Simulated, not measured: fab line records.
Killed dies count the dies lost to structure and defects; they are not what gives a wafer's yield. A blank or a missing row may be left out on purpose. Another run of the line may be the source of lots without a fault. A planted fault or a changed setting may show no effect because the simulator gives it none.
Chamber matching :: flow n5 finfet :: 4 sister chambers for N5_BEOL_M6_DESCUM_33 on rie diel-06
The step chemistry O2, time 7 s. 22 wafers are shown with their chamber, then 11 later ones without.

## WAFERS PAIRED WITH THEIR CHAMBERS
wafer: L077.3
chamber: 1
drypump motor current A (A): 5.2
showerhead plenum p Torr (Torr): 2.18
throttle valve pct (%): 20.56

wafer: L077.4
chamber: 0
drypump motor current A (A): 5.8
showerhead plenum p Torr (Torr): 2.14
throttle valve pct (%): 20.46

wafer: L077.5
chamber: 1
drypump motor current A (A): 5.2
showerhead plenum p Torr (Torr): 2.18
throttle valve pct (%): 20.58

wafer: L075.1
chamber: 3
drypump motor current A (A): 6.8
showerhead plenum p Torr (Torr): 2.13
throttle valve pct (%): 20.29

wafer: L075.4
chamber: 0
drypump motor current A (A): 5.9
showerhead plenum p Torr (Torr): 2.14
throttle valve pct (%): 20.47

wafer: L075.5
chamber: 0
drypump motor current A (A): 5.9
showerhead plenum p Torr (Torr): 2.14
throttle valve pct (%): 20.48

wafer: L082.1
chamber: 2
drypump motor current A (A): 6.2
showerhead plenum p Torr (Torr): 2.16
throttle valve pct (%): 20.66

wafer: L082.4
chamber: 1
drypump motor current A (A): 5.2
showerhead plenum p Torr (Torr): 2.17
throttle valve pct (%): 20.59

wafer: L082.6
chamber: 0
drypump motor current A (A): 5.9
showerhead plenum p Torr (Torr): 2.14
throttle valve pct (%): 20.50

wafer: L083.1
chamber: 2
drypump motor current A (A): 6.2
showerhead plenum p Torr (Torr): 2.16
throttle valve pct (%): 20.65

wafer: L083.2
chamber: 1
drypump motor current A (A): 5.2
showerhead plenum p Torr (Torr): 2.17
throttle valve pct (%): 20.58

wafer: L083.6
chamber: 0
drypump motor current A (A): 5.9
showerhead plenum p Torr (Torr): 2.14
throttle valve pct (%): 20.49

wafer: L086.2
chamber: 0
drypump motor current A (A): 5.9
showerhead plenum p Torr (Torr): 2.14
throttle valve pct (%): 20.49

wafer: L086.3
chamber: 3
drypump motor current A (A): 6.8
showerhead plenum p Torr (Torr): 2.13
throttle valve pct (%): 19.94

wafer: L086.4
chamber: 3
drypump motor current A (A): 6.7
showerhead plenum p Torr (Torr): 2.13
throttle valve pct (%): 19.94

wafer: L084.2
chamber: 1
drypump motor current A (A): 5.2
showerhead plenum p Torr (Torr): 2.17
throttle valve pct (%): 20.59

wafer: L084.4
chamber: 1
drypump motor current A (A): 5.2
showerhead plenum p Torr (Torr): 2.17
throttle valve pct (%): 20.60

wafer: L084.5
chamber: 0
drypump motor current A (A): 5.9
showerhead plenum p Torr (Torr): 2.14
throttle valve pct (%): 20.50

wafer: L085.1
chamber: 1
drypump motor current A (A): 5.2
showerhead plenum p Torr (Torr): 2.17
throttle valve pct (%): 20.60

wafer: L085.3
chamber: 0
drypump motor current A (A): 5.9
showerhead plenum p Torr (Torr): 2.14
throttle valve pct (%): 20.51

wafer: L085.6
chamber: 3
drypump motor current A (A): 6.8
showerhead plenum p Torr (Torr): 2.13
throttle valve pct (%): 19.93

wafer: L090.1
chamber: 0
drypump motor current A (A): 5.9
showerhead plenum p Torr (Torr): 2.13
throttle valve pct (%): 20.53

SIGNATURES (means of the wafers above)
reading: drypump motor current A
chamber 0: 5.889
chamber 1: 5.200
chamber 2: 6.200
chamber 3: 6.775
scatter within a chamber: 0.0302

reading: showerhead plenum p Torr
chamber 0: 2.1389
chamber 1: 2.1729
chamber 2: 2.1600
chamber 3: 2.1300
scatter within a chamber: 0.00359

reading: throttle valve pct
chamber 0: 20.4922
chamber 1: 20.5857
chamber 2: 20.6550
chamber 3: 20.0250
scatter within a chamber: 0.074
Rule: a wafer lies at a distance from a chamber equal to the root of the sum of squares, over the readings, of (its reading less the chamber's mean, divided by the reading's scatter). The wafer belongs to the nearest chamber; if the next one is less than 2 further off, it can't be placed. How the scatter is found: for the shown wafers, subtract from each reading the mean of its chamber, square and add these, divide the total by (wafers less chambers), then take the root.

## WAFERS WHOSE CHAMBER IS MISSING
wafer: L090.2
drypump motor current A (A): 6.1
showerhead plenum p Torr (Torr): 2.16
throttle valve pct (%): 20.35

wafer: L090.6
drypump motor current A (A): 5.2
showerhead plenum p Torr (Torr): 2.17
throttle valve pct (%): 20.62

wafer: L092.1
drypump motor current A (A): 6.1
showerhead plenum p Torr (Torr): 2.16
throttle valve pct (%): 20.36

wafer: L092.3
drypump motor current A (A): 6.8
showerhead plenum p Torr (Torr): 2.12
throttle valve pct (%): 19.98

wafer: L092.6
drypump motor current A (A): 5.9
showerhead plenum p Torr (Torr): 2.13
throttle valve pct (%): 20.52

wafer: L093.3
drypump motor current A (A): 5.9
showerhead plenum p Torr (Torr): 2.13
throttle valve pct (%): 20.52

wafer: L093.5
drypump motor current A (A): 5.9
showerhead plenum p Torr (Torr): 2.13
throttle valve pct (%): 20.53

wafer: L093.6
drypump motor current A (A): 6.2
showerhead plenum p Torr (Torr): 2.16
throttle valve pct (%): 20.37

wafer: L097.3
drypump motor current A (A): 6.2
showerhead plenum p Torr (Torr): 2.15
throttle valve pct (%): 20.41

wafer: L097.5
drypump motor current A (A): 6.8
showerhead plenum p Torr (Torr): 2.11
throttle valve pct (%): 20.02

wafer: L097.6
drypump motor current A (A): 6.2
showerhead plenum p Torr (Torr): 2.15
throttle valve pct (%): 20.41

## CHAMBER TAKEN BY EACH
wafer: L090.2
from the rows above: 2
in truth: 2

wafer: L090.6
from the rows above: 1
in truth: 1

wafer: L092.1
from the rows above: 2
in truth: 2

wafer: L092.3
from the rows above: 3
in truth: 3

wafer: L092.6
from the rows above: 0
in truth: 0

wafer: L093.3
from the rows above: 0
in truth: 0

wafer: L093.5
from the rows above: 0
in truth: 0

wafer: L093.6
from the rows above: 2
in truth: 2

wafer: L097.3
from the rows above: 2
in truth: 2

wafer: L097.5
from the rows above: 3
in truth: 3

wafer: L097.6
from the rows above: 2
in truth: 2
11 of 11 placed correctly. Not placeable from these rows: 0. Placed wrongly: 0.
